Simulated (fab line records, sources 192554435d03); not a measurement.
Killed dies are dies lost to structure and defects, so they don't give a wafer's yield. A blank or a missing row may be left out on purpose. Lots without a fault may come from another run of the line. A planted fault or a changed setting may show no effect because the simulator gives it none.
Which tool did it? | flow n5_finfet | 24 lots, 72 wafers sampled, at 6 steps of a route of 1938

WHAT THE GAUGES READ, wafer by wafer
N5_BEOL_M8_INSPECT_58: inspects for defects (darkfield).
lot  | measured     | on                | raw_defect_count
L074 | day 9 14:33  | defect_inspect-01 | 51 66 66
L075 | day 9 15:26  | defect_inspect-01 | 60 89 65
L077 | day 9 15:57  | defect_inspect-02 | 42 60 86
L076 | day 9 22:48  | defect_inspect-01 | 102 71 68
L079 | day 10 19:20 | defect_inspect-02 | 59 54 49
L080 | day 10 19:23 | defect_inspect-02 | 63 80 55
L078 | day 10 22:52 | defect_inspect-02 | 55 108 127
L081 | day 11 03:08 | defect_inspect-02 | 81 57 64
L082 | day 11 08:53 | defect_inspect-02 | 120 136 137
L083 | day 11 09:11 | defect_inspect-02 | 49 22 45
L084 | day 11 19:13 | defect_inspect-02 | 63 48 59
L085 | day 12 05:16 | defect_inspect-01 | 73 58 50
L086 | day 12 12:14 | defect_inspect-01 | 87 105 86
L087 | day 12 20:26 | defect_inspect-01 | 78 64 59
L088 | day 13 02:12 | defect_inspect-02 | 62 81 51
L090 | day 13 02:55 | defect_inspect-01 | 65 33 61
L089 | day 13 10:58 | defect_inspect-02 | 67 114 48
L091 | day 13 11:38 | defect_inspect-02 | 73 74 69
L092 | day 13 22:29 | defect_inspect-01 | 63 63 70
L093 | day 14 09:38 | defect_inspect-02 | 36 50 80
L094 | day 14 13:14 | defect_inspect-02 | 59 44 92
L095 | day 14 14:48 | defect_inspect-02 | 63 105 111
L096 | day 15 02:22 | defect_inspect-02 | 66 105 126
L097 | day 15 06:20 | defect_inspect-02 | 57 74 86

N5_BEOL_M9_CD_MEAS_11: target cd 64.1 nm.
lot  | measured     | on        | cd_nm (nm)
L074 | day 9 18:59  | cd_sem-03 | 64.1 63.9 63.8
L075 | day 9 19:20  | cd_sem-01 | 64.4 64.1 63.8
L077 | day 9 19:30  | cd_sem-02 | 63.3 63.8 63.6
L076 | day 10 01:20 | cd_sem-02 | 64.0 64.3 64.0
L079 | day 10 21:24 | cd_sem-03 | 64.3 64.5 63.6
L080 | day 10 21:26 | cd_sem-02 | 64.7 63.9 64.2
L078 | day 11 00:14 | cd_sem-03 | 63.3 63.6 63.6
L081 | day 11 06:56 | cd_sem-01 | 63.8 64.0 64.1
L082 | day 11 11:42 | cd_sem-01 | 64.0 63.3 63.5
L083 | day 11 11:52 | cd_sem-03 | 63.5 63.4 63.3
L084 | day 11 21:05 | cd_sem-03 | 63.5 64.8 63.7
L085 | day 12 08:35 | cd_sem-01 | 63.1 63.0 63.0
L086 | day 12 14:16 | cd_sem-02 | 63.2 64.2 63.7
L087 | day 12 21:58 | cd_sem-02 | 63.3 63.3 63.3
L088 | day 13 04:58 | cd_sem-01 | 64.4 64.2 63.8
L090 | day 13 05:07 | cd_sem-02 | 64.1 63.5 63.7
L089 | day 13 13:59 | cd_sem-02 | 64.8 63.4 64.6
L091 | day 13 14:18 | cd_sem-01 | 63.6 63.8 63.6
L092 | day 14 00:56 | cd_sem-02 | 63.9 64.5 63.7
L093 | day 14 12:46 | cd_sem-01 | 64.2 65.1 64.2
L094 | day 14 16:33 | cd_sem-03 | 63.4 63.2 63.4
L095 | day 14 17:02 | cd_sem-02 | 63.1 64.1 63.6
L096 | day 15 04:55 | cd_sem-02 | 64.5 64.6 64.4
L097 | day 15 09:41 | cd_sem-02 | 64.0 63.9 64.2

N5_BEOL_M9_CD_MEAS_18: pitch 140 nm, target cd 70 nm.
lot  | measured     | on        | cd_nm (nm)
L074 | day 9 19:55  | cd_sem-01 | 69.6 70.3 70.0
L075 | day 9 20:29  | cd_sem-02 | 70.1 69.5 69.3
L077 | day 9 20:47  | cd_sem-01 | 69.6 70.1 69.3
L076 | day 10 01:52 | cd_sem-02 | 70.0 69.8 69.5
L079 | day 10 22:04 | cd_sem-03 | 70.3 69.7 69.3
L080 | day 10 22:06 | cd_sem-03 | 70.1 69.8 70.2
L078 | day 11 00:55 | cd_sem-03 | 69.1 69.5 69.0
L081 | day 11 07:37 | cd_sem-03 | 69.5 69.8 70.1
L082 | day 11 12:18 | cd_sem-01 | 70.6 69.8 69.7
L083 | day 11 12:27 | cd_sem-02 | 69.5 69.6 68.8
L084 | day 11 21:37 | cd_sem-03 | 69.7 70.6 69.7
L085 | day 12 09:16 | cd_sem-02 | 68.7 69.6 68.9
L086 | day 12 14:53 | cd_sem-02 | 69.3 69.5 68.9
L087 | day 12 22:30 | cd_sem-03 | 69.6 69.5 69.7
L088 | day 13 05:46 | cd_sem-01 | 70.1 69.8 70.1
L090 | day 13 05:49 | cd_sem-02 | 69.8 69.9 70.0
L089 | day 13 14:54 | cd_sem-01 | 70.3 69.9 71.1
L091 | day 13 14:56 | cd_sem-01 | 69.3 70.0 69.4
L092 | day 14 01:34 | cd_sem-02 | 70.3 70.5 69.9
L093 | day 14 13:20 | cd_sem-03 | 69.8 70.4 70.3
L094 | day 14 17:22 | cd_sem-02 | 69.5 68.9 69.7
L095 | day 14 17:50 | cd_sem-02 | 68.9 69.3 70.0
L096 | day 15 05:40 | cd_sem-02 | 70.8 70.4 70.4
L097 | day 15 10:14 | cd_sem-01 | 69.6 69.6 70.4

WHICH TOOL RAN EACH LOT (tool, then ch and the chambers of the sampled wafers, then the start)
lot  | N5_BEOL_M8_PRE_CLEAN_45      | N5_BEOL_M8_DEP_56               | N5_BEOL_M9_ILD_DEP_00
L074 | pvd_sputter-03, day 9 12:50  | pecvd-02 ch 0,1, day 9 14:26    | pecvd-01 ch 0,1, day 9 14:35
L075 | pvd_sputter-03, day 9 13:27  | pecvd-03 ch 0,1,2, day 9 15:20  | pecvd-04 ch 0,2, day 9 15:28
L077 | pvd_sputter-03, day 9 13:52  | pecvd-03 ch 0,1, day 9 15:51    | pecvd-04 ch 1,2, day 9 15:59
L076 | pvd_sputter-03, day 9 20:43  | pecvd-02 ch 0,1, day 9 22:40    | pecvd-01 ch 0,1,2, day 9 22:50
L079 | pvd_sputter-03, day 10 17:38 | pecvd-01 ch 0,1, day 10 19:14   | pecvd-01 ch 0,1,2, day 10 19:22
L080 | pvd_sputter-01, day 10 17:47 | pecvd-02 ch 1,2, day 10 19:17   | pecvd-02 ch 0,1, day 10 19:25
L078 | pvd_sputter-02, day 10 20:59 | pecvd-03 ch 1,2, day 10 22:47   | pecvd-02 ch 0,2, day 10 22:55
L081 | pvd_sputter-01, day 10 23:43 | pecvd-02 ch 0,2, day 11 03:02   | pecvd-02 ch 0,2, day 11 03:10
L082 | pvd_sputter-03, day 11 07:17 | pecvd-02 ch 0,1,2, day 11 08:47 | pecvd-01 ch 1,2, day 11 08:55
L083 | pvd_sputter-03, day 11 07:22 | pecvd-03 ch 0,1, day 11 09:05   | pecvd-01 ch 1,2, day 11 09:13
L084 | pvd_sputter-02, day 11 15:55 | pecvd-03 ch 0,2, day 11 19:07   | pecvd-04 ch 0,1, day 11 19:14
L085 | pvd_sputter-03, day 12 03:33 | pecvd-03 ch 1, day 12 05:10     | pecvd-04 ch 0,1,2, day 12 05:19
L086 | pvd_sputter-01, day 12 09:58 | pecvd-03 ch 0,1, day 12 12:08   | pecvd-01 ch 0,2, day 12 12:16
L087 | pvd_sputter-02, day 12 18:17 | pecvd-03 ch 0,1, day 12 20:20   | pecvd-02 ch 1,2, day 12 20:28
L088 | pvd_sputter-01, day 13 00:22 | pecvd-02 ch 0,2, day 13 02:06   | pecvd-01 ch 0,1, day 13 02:14
L090 | pvd_sputter-01, day 13 00:50 | pecvd-01 ch 0,1,2, day 13 02:49 | pecvd-01 ch 0,1,2, day 13 02:57
L089 | pvd_sputter-03, day 13 08:57 | pecvd-02 ch 0,1,2, day 13 10:52 | pecvd-04 ch 1,2, day 13 11:00
L091 | pvd_sputter-03, day 13 09:44 | pecvd-03 ch 0,1,2, day 13 11:33 | pecvd-02 ch 0,1,2, day 13 11:41
L092 | pvd_sputter-02, day 13 20:36 | pecvd-01 ch 1,2, day 13 22:23   | pecvd-02 ch 0,1, day 13 22:31
L093 | pvd_sputter-02, day 14 07:04 | pecvd-03 ch 0,1,2, day 14 09:32 | pecvd-04 ch 0,1,2, day 14 09:40
L094 | pvd_sputter-03, day 14 11:14 | pecvd-01 ch 0,1,2, day 14 13:08 | pecvd-04 ch 0,1, day 14 13:16
L095 | pvd_sputter-02, day 14 12:30 | pecvd-02 ch 0,1,2, day 14 14:42 | pecvd-04 ch 0,2, day 14 14:50
L096 | pvd_sputter-03, day 15 00:11 | pecvd-01 ch 0,1,2, day 15 02:16 | pecvd-04 ch 0,2, day 15 02:24
L097 | pvd_sputter-01, day 15 04:12 | pecvd-02 ch 0,1,2, day 15 06:14 | pecvd-02 ch 0,1,2, day 15 06:23
- N5_BEOL_M8_PRE_CLEAN_45: time 30 s.
- N5_BEOL_M8_DEP_56: deposits SiCN from 3MS/NH3, target thk 10 nm, time 17.5 s.
- N5_BEOL_M9_ILD_DEP_00: deposits SiCOH lowk from DEMS/porogen, target thk 308.51 nm, time 58 s.

WHAT THE TOOLS THEMSELVES READ (means of the sampled wafers that have a number; where no wafer has one, the mark that the record gives instead)
N5_BEOL_M8_PRE_CLEAN_45.
lot  | tool           | heater_power_w (W)
L074 | pvd_sputter-03 | 324
L075 | pvd_sputter-03 | 338
L077 | pvd_sputter-03 | 331
L076 | pvd_sputter-03 | 353
L079 | pvd_sputter-03 | 321
L080 | pvd_sputter-01 | 349
L078 | pvd_sputter-02 | 339
L081 | pvd_sputter-01 | 362
L082 | pvd_sputter-03 | 344
L083 | pvd_sputter-03 | 323
L084 | pvd_sputter-02 | 312
L085 | pvd_sputter-03 | 344
L086 | pvd_sputter-01 | 330
L087 | pvd_sputter-02 | 332
L088 | pvd_sputter-01 | 340
L090 | pvd_sputter-01 | 356
L089 | pvd_sputter-03 | 336
L091 | pvd_sputter-03 | 326
L092 | pvd_sputter-02 | 355
L093 | pvd_sputter-02 | 352
L094 | pvd_sputter-03 | 329
L095 | pvd_sputter-02 | 333
L096 | pvd_sputter-03 | 333
L097 | pvd_sputter-01 | 338

N5_BEOL_M8_DEP_56.
lot  | tool     | rf_fwd_power_W (W) | showerhead_plenum_p_Torr (Torr) | throttle_valve_pct (%)
L074 | pecvd-02 | 199.8              | 3.641                           | 9.7
L075 | pecvd-03 | 199.6              | 3.671                           | 9.1
L077 | pecvd-03 | 200.0              | 3.682                           | 9.2
L076 | pecvd-02 | 199.7              | 3.648                           | 9.6
L079 | pecvd-01 | 199.5              | 3.664                           | 9.7
L080 | pecvd-02 | 199.4              | 3.645                           | 8.4
L078 | pecvd-03 | 200.3              | 3.682                           | 9.2
L081 | pecvd-02 | 200.2              | 3.646                           | 8.7
L082 | pecvd-02 | 199.9              | 3.648                           | 9.3
L083 | pecvd-03 | 200.2              | 3.685                           | 9.3
L084 | pecvd-03 | 199.3              | 3.676                           | 9.0
L085 | pecvd-03 | 200.0              | 3.679                           | 9.3
L086 | pecvd-03 | 200.5              | 3.685                           | 9.0
L087 | pecvd-03 | 199.7              | 3.682                           | 9.3
L088 | pecvd-02 | 199.7              | 3.647                           | 9.4
L090 | pecvd-01 | 199.6              | 3.659                           | 9.3
L089 | pecvd-02 | 200.0              | 3.652                           | 9.1
L091 | pecvd-03 | 199.8              | 3.673                           | 9.0
L092 | pecvd-01 | 200.3              | 3.655                           | 9.2
L093 | pecvd-03 | 199.6              | 3.674                           | 9.1
L094 | pecvd-01 | 200.2              | 3.659                           | 9.2
L095 | pecvd-02 | 200.3              | 3.647                           | 9.1
L096 | pecvd-01 | 199.7              | 3.664                           | 9.5
L097 | pecvd-02 | 200.8              | 3.648                           | 9.4

N5_BEOL_M9_ILD_DEP_00.
lot  | tool     | heater_power_w (W) | rf_fwd_power_W (W) | showerhead_plenum_p_Torr (Torr) | throttle_valve_pct (%)
L074 | pecvd-01 | 378                | 495.5              | 5.735                           | 14.7
L075 | pecvd-04 | 323                | 498.9              | 5.745                           | 13.8
L077 | pecvd-04 | 374                | 496.3              | 5.746                           | 13.1
L076 | pecvd-01 | 358                | 496.7              | 5.736                           | 14.3
L079 | pecvd-01 | 349                | 496.7              | 5.736                           | 14.3
L080 | pecvd-02 | 300                | 496.9              | 5.724                           | 14.8
L078 | pecvd-02 | 269                | 497.0              | 5.719                           | 14.1
L081 | pecvd-02 | 252                | 497.6              | 5.723                           | 14.0
L082 | pecvd-01 | 325                | 498.5              | 5.726                           | 13.9
L083 | pecvd-01 | 387                | 497.9              | 5.729                           | 14.4
L084 | pecvd-04 | 377                | 496.2              | 5.749                           | 13.9
L085 | pecvd-04 | 366                | 497.2              | 5.742                           | 13.7
L086 | pecvd-01 | 328                | 494.4              | 5.723                           | 13.7
L087 | pecvd-02 | 292                | 498.0              | 5.716                           | 13.3
L088 | pecvd-01 | 381                | 496.0              | 5.734                           | 14.7
L090 | pecvd-01 | 368                | 497.6              | 5.726                           | 14.3
L089 | pecvd-04 | 399                | 496.7              | 5.744                           | 13.4
L091 | pecvd-02 | 252                | 494.6              | 5.721                           | 14.0
L092 | pecvd-02 | 263                | 497.1              | 5.723                           | 15.0
L093 | pecvd-04 | 361                | 497.9              | 5.738                           | 13.7
L094 | pecvd-04 | 331                | 496.8              | 5.743                           | 14.0
L095 | pecvd-04 | 319                | 499.1              | 5.734                           | 14.1
L096 | pecvd-04 | 332                | 496.3              | 5.735                           | 14.0
L097 | pecvd-02 | 285                | 494.8              | 5.714                           | 14.2

THE ANSWER, worked out from the rows above alone
Rule: what is usual is taken from the lots themselves. Put in order of their means at a reading, lots are off if they are a third of the lots or fewer, leave a main group of 4 or more, and stand apart from it by a gap of 3 or more times the standard deviation of the main group's means; of several such gaps the widest counts. A main group whose means are all the same, to the digits that the tables above print for the reading, isn't used. A lot without any number at a reading at which 4 lots or more have one is off too. The other lots that the step has rows for count as sound. The gauges are gone through in route order, then the tools' own readings, and for those a lot's mean is taken as printed above. The first step at which some lot is off is used, and at that step the reading that is off furthest; a lot without a number counts as furthest.
No lot is off at any reading shown: from this, nothing can be told.

WHAT THE SIMULATOR HAD PUT IN
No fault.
